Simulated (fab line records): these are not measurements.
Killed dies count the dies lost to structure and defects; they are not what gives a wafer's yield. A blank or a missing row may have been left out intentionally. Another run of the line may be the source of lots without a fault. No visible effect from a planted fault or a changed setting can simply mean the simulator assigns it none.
A struck lot beside a sound one    flow nand harc    30 steps out of a route of 1302
Sound: these wafers, L952.1, L952.3, L952.5. Wafers L961.3, L961.4, L961.5 were the ones struck. Last of all comes the cause.
Per side, at each step with rows, come the tool, then ch with its chambers, and then its first start. Under that, the readings that differ: sound wafers    struck wafers    difference of the means    sigmas: that difference in standard deviations of wafers without a fault.
alike: readings whose means differ by less than 2 such deviations, and words and numbers that are the same on both sides. not compared: withheld readings, readings that some wafer has no value for, bounds like >300 that may hide the same value, and numbers for which the record gives no deviation and whose values overlap.
The two part at a step that has a row with sigmas, a row that says differs or no value, or rows on one side only. When numbers do not overlap yet have no deviation, they are printed without sigmas and do not part them. A reading missing from all wafers of one side parts the sides only when that side holds two or more wafers.

NHARC_A_CHANNEL_HOLE_D2_CD_MEAS_10: the cd target is 100 nm.
  sound on cd sem-02 ch 0, day 15 13:34; struck on cd sem-03 ch 0, day 19 08:36
  alike: cd nm
NHARC_A_CHANNEL_HOLE_D2_OVL_MEAS_11:
  sound on overlay-02 at day 15 13:39; struck on overlay-01 at day 19 08:41
  alike: overlay x nm, overlay y nm
NHARC_A_CHANNEL_HOLE_D2_INSPECT_12:
  sound on defect inspect-01 at day 15 13:41; struck on defect inspect-02 at day 19 08:43
reading           sound  struck    difference  sigmas
raw defect count  4 6 9  61 60 54  +52         +2
then, 5 steps without rows for these wafers: NHARC_A_CHANNEL_HOLE_D2_DESCUM_15 (chemistry O2, time 3 s); NHARC_A_CHANNEL_HOLE_D2_ETCH_38 (etches the open film in CF4, target depth 39 nm, time 65 s); NHARC_A_CHANNEL_HOLE_D2_ETCH_39 (etches the open film in N2/H2, target depth 260 nm, time 325 s); NHARC_A_CHANNEL_HOLE_D2_ETCH_34 (etches the open film in CF4/CHF3, target depth 154 nm, time 77 s); NHARC_A_CHANNEL_HOLE_D2_ETCH_16 (etches the open film in O2/COS, target depth 3100 nm, time 806 s).
NHARC_A_CHANNEL_HOLE_D2_CD_MEAS_18:
  sound on cd sem-03 at day 15 14:52; struck on cd sem-02 at day 19 09:53
  alike: cd nm
NHARC_A_CHANNEL_HOLE_D2_ETCH_19: etches the open film in C4F8/O2/Ar, time 34.5 s.
  sound on har etch-01 ch 0, day 15 14:57; struck on har etch-01 ch 0,1, day 19 12:02
  alike: drypump motor current A, o2 flow sccm, oes air line au, showerhead plenum p Torr, throttle valve pct
  not compared: rf hours counter h
NHARC_A_CHANNEL_HOLE_D2_ETCH_20: etches the open film in C4F8/O2/Ar, time 361.9 s, target depth 1600 nm.
  sound on har etch-01 ch 0, day 15 15:06; struck on har etch-01 ch 0,1, day 19 12:13
  alike: drypump motor current A, o2 flow sccm, oes air line au, showerhead plenum p Torr, throttle valve pct
  not compared: rf hours counter h
NHARC_A_CHANNEL_HOLE_D2_ETCH_21: etches the open film in C4F8/O2/Ar, time 514.3 s, target depth 1600 nm.
  sound on har etch-01 ch 0, day 15 15:26; struck on har etch-01 ch 0,1, day 19 12:34
  alike: drypump motor current A, o2 flow sccm, oes air line au, showerhead plenum p Torr, throttle valve pct
  not compared: rf hours counter h
NHARC_A_CHANNEL_HOLE_D2_ETCH_22: etches the open film in C4F8/O2/Ar, time 666.7 s, target depth 1600 nm.
  sound on har etch-01 ch 0, day 15 15:54; struck on har etch-01 ch 0,1, day 19 13:03
  alike: drypump motor current A, o2 flow sccm, oes air line au, showerhead plenum p Torr, throttle valve pct
  not compared: rf hours counter h
then, 8 steps without rows for these wafers: NHARC_A_CHANNEL_HOLE_D2_ETCH_23 (etches the open film in C4F8/O2/Ar, time 819 s, target depth 1600 nm); NHARC_A_CHANNEL_HOLE_D2_ETCH_24 (etches the open film in C4F8/O2/Ar, time 906.2 s, target depth 1500 nm); NHARC_A_CHANNEL_HOLE_D2_ETCH_25 (etches the open film in C4F8/O2/Ar, time 1040.2 s, target depth 1500 nm); NHARC_A_CHANNEL_HOLE_D2_ETCH_26 (etches the open film in C4F8/O2/Ar, time 224.1 s, target depth 300 nm); NHARC_A_CHANNEL_HOLE_D2_ETCH_27 (etches the open film in C4F8/O2/Ar, time 90 s, target depth 400 nm); NHARC_A_CHANNEL_HOLE_D2_STRIP_41 (strips in N2/H2); NHARC_A_CHANNEL_HOLE_D2_STRIP_42 (strips in CF4/CHF3); NHARC_A_CHANNEL_HOLE_D2_STRIP_43 (strips in O2/COS).
NHARC_A_CHANNEL_HOLE_D2_ETCH_44: etches the open film in CF4/O2, target depth 140 nm, overetch 14 nm, time 77 s.
  sound on rie diel-12 ch 0,3, day 15 19:39; struck on rie diel-10 ch 2,3, day 19 16:44
  alike: drypump motor current A, o2 flow sccm, oes product au, rf vpp V, showerhead plenum p Torr, throttle valve pct
  not compared: rf hours counter h
then, 3 steps without rows for these wafers: NHARC_A_CHANNEL_HOLE_D2_STRIP_28 (strips in O2); NHARC_A_CHANNEL_HOLE_D2_PRECLEAN_29 (cleans in SC1); NHARC_A_CHANNEL_HOLE_D2_SRD_30.
NHARC_A_CHANNEL_HOLE_D2_CD_MEAS_31:
  sound on cd sem-01 at day 15 20:26; struck on cd sem-02 at day 19 17:32
  alike: cd nm
NHARC_A_CHANNEL_HOLE_D2_XSEM_32:
  sound on xsem-01 ch 0, day 15 20:32; struck on xsem-02 ch 0, day 19 17:37
reading             sound           struck          difference  sigmas
tilt deg (degrees)  0.07 0.07 0.07  0.16 0.16 0.16  +0.09       +2
  alike: bot cd nm, bow nm
NHARC_A_CHANNEL_HOLE_D2_INSPECT_40:
  sound on defect inspect-01 at day 15 20:37; struck on defect inspect-01 at day 19 17:43
reading           sound        struck          difference  sigmas
raw defect count  243 311 237  1121 1135 1097  +854        +11
then, 1 step without rows for these wafers: NHARC_A_CHANNEL_FILL_D2_PRECLEAN_00 (cleans in SC1).
-- jump in the record: it breaks off in module A_CHANNEL_FILL_D2 and resumes in module END (first step shown: number 1302 of the route), and 11 days separate the struck wafers' starts before and after --
NHARC_END_SORT_01:
  sound on prober-02 ch 0, day 27 09:20; struck on prober-02 ch 0, day 31 04:17
reading          sound     struck      difference  sigmas
killed at array  24 26 25  99 138 77   +80         +4
killed dies      30 29 26  105 146 82  +83         +4
  alike: killed at other, killed at periphery, killed open, killed short

## WHERE THEY PART
Earliest at NHARC_A_CHANNEL_HOLE_D2_INSPECT_12; latest, in this record, at NHARC_END_SORT_01.

WHY: what had been put in by the simulator
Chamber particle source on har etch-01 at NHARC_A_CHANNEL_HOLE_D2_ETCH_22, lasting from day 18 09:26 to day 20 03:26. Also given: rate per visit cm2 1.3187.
